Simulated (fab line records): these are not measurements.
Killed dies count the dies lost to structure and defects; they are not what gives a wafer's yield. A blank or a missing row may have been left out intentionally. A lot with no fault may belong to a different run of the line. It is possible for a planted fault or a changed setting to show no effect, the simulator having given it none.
Split-lot experiment | flow n5 finfet | 21 wafers read from 7 lots, route of 1938 steps

SPLIT DETAILS
At N5_BEOL_M12_ETCH_68 (etches SOC in N2/H2, time 285 s), the setting time s was moved away from the recipe's 285 s on 5 of the 21 wafers read, by -9.8% to +22.2%. The other wafers ran this setting at the recipe's value.

The reading comes from the split's own step.

THE READING
SiARC_of_BEOL_M12_COAT_66.thk nm (the simulator's own value, which no gauge read), in nm, at N5_BEOL_M12_ETCH_68 (etches SOC in N2/H2, time 285 s). The file gives no usual value for it. Across the 16 wafers here that went through the recipe, the average is 85.8 nm and the standard deviation 0.33 nm.

wafer  | tool, chamber at the split | time s as run, s | against the recipe | SiARC_of_BEOL_M12_COAT_66.thk nm, nm | against lot-mates on the recipe
L076.1 | rie diel-03, 0             | 285              | recipe             | 86                                   | -
L076.4 | rie diel-03, 2             | 257.1            | -9.8%              | 89                                   | +3.0
L076.5 | rie diel-03, 0             | 257.1            | -9.8%              | 88.6                                 | +2.6
L080.4 | rie diel-01, 1,2           | 285              | recipe             | 85.6                                 | -
L080.5 | rie diel-01, 1,2           | 285              | recipe             | 85.6                                 | -
L080.6 | rie diel-01, 3             | 285              | recipe             | 85.4                                 | -
L079.3 | rie diel-01, 0,3           | 285              | recipe             | 86.2                                 | -
L079.4 | rie diel-01, 0,3           | 285              | recipe             | 86.2                                 | -
L079.6 | rie diel-01, 1             | 285              | recipe             | 86                                   | -
L084.1 | rie diel-04, 1             | 285              | recipe             | 86.2                                 | -
L084.4 | rie diel-04, 2             | 285              | recipe             | 86                                   | -
L084.5 | rie diel-04, 0             | 328.8            | +15.4%             | 82.4                                 | -3.7
L090.1 | rie diel-01, 3             | 285              | recipe             | 85.2                                 | -
L090.2 | rie diel-01, 0,1           | 285              | recipe             | 85.6                                 | -
L090.4 | rie diel-01, 0,1           | 285              | recipe             | 85.6                                 | -
L095.1 | rie diel-01, 3,0           | 285              | recipe             | 86                                   | -
L095.4 | rie diel-01, 3,0           | 285              | recipe             | 86                                   | -
L095.2 | rie diel-01, 1             | 348.2            | +22.2%             | 81                                   | -5.0
L097.1 | rie diel-01, 3             | 261.3            | -8.3%              | 87.6                                 | +1.6
L097.5 | rie diel-01, 3             | 285              | recipe             | 85.6                                 | -
L097.6 | rie diel-01, 2             | 285              | recipe             | 86.4                                 | -
If several chambers appear in one row, that row covers several wafers at once and the file leaves open which wafer was in which chamber.

THE FIT
A straight line over all 21 wafers: SiARC_of_BEOL_M12_COAT_66.thk nm changes by -0.236 nm for each +1% of time s; r = -0.98; the points scatter about the line by 0.38 nm.
The same after taking each lot's own level away (the mean of its wafers on the recipe; 21 wafers): -0.239 nm for each +1%; r = -0.99; scatter 0.25 nm.
The reading moves by 5.3 nm for the largest change in time s, on that fit.
From 85.47 to 86.13 nm: that is the span of the lots' own levels, equal to 2.0 times the standard deviation above.
So the lot-to-lot level changes the slope little: the two slopes agree.
Check: for one of the wafers moved furthest among these (+22.2%), held out of the fit, the line's prediction against its lot-mates is -5.55 nm. It came out at -5 nm against them.

OTHER SPLITS ON THESE WAFERS
Note: prior to the reading, these wafers also went through further splits. Each is held against what the fit with the lots' levels taken away leaves over:
other split on the same wafers | wafers away from the commonest value | r with SiARC_of_BEOL_M12_COAT_66.thk nm (lot level and that fit taken away)
N5_BEOL_M11_ETCH_41 time s     | 7                                    | +0.33
N5_BEOL_M12_ETCH_67 source w   | 6                                    | -0.26

FILE'S OWN FIT
SiARC_of_BEOL_M12_COAT_66.thk nm changes by -0.233 nm for each +1% of time s, r = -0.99.
